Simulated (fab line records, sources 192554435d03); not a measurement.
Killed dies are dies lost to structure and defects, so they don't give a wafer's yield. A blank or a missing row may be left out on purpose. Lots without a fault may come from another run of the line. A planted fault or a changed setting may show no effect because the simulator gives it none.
Chamber matching | flow n5_finfet | N5_BEOL_M10_VIA_ETCH_34 on rie_diel-02: 4 sister chambers
The step etches SiCOH lowk in C4F6/O2, target depth 184.5 nm, time 69.2 s. 4 wafers are shown with their chamber, then 10 later ones without.

WAFERS WITH THEIR CHAMBER
wafer  | chamber | throttle_valve_pct (%)
L078.5 | 3       | 20.84
L089.2 | 0       | 21.02
L092.3 | 2       | 21.44
L092.4 | 1       | 20.76

WAFERS WITHOUT THEIR CHAMBER
wafer  | throttle_valve_pct (%)
L092.6 | 21.02
L093.1 | 21.44
L093.3 | 20.91
L093.4 | 21.01
L094.1 | 21.00
L094.5 | 21.45
L094.6 | 20.76
L096.1 | 21.01
L096.2 | 20.77
L096.3 | 21.47

WHICH CHAMBER EACH WENT THROUGH
wafer  | from the rows above     | in truth
L092.6 | 0                       | 0
L093.1 | 2                       | 2
L093.3 | can't be placed: 3 or 0 | 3
L093.4 | 0                       | 0
L094.1 | 0                       | 0
L094.5 | 2                       | 2
L094.6 | 1                       | 1
L096.1 | 0                       | 0
L096.2 | 1                       | 1
L096.3 | 2                       | 2
Placed correctly: 9 of 10. Can't be placed from these rows: 1 (the true chamber is among the candidates in 1). Placed wrongly: 0.
How it was worked out, from the rows above alone: a wafer's distance from a chamber is the root of the sum, over the readings, of the square of ((its reading less the chamber's mean) divided by the reading's scatter). The wafer belongs to the nearest chamber; if the next one is less than 2 further off, it can't be placed. A chamber's mean is the mean of its shown wafers. The scatter: with one shown wafer a chamber, the root of the mean of the squares of how far each hidden wafer lies from its nearest shown one.
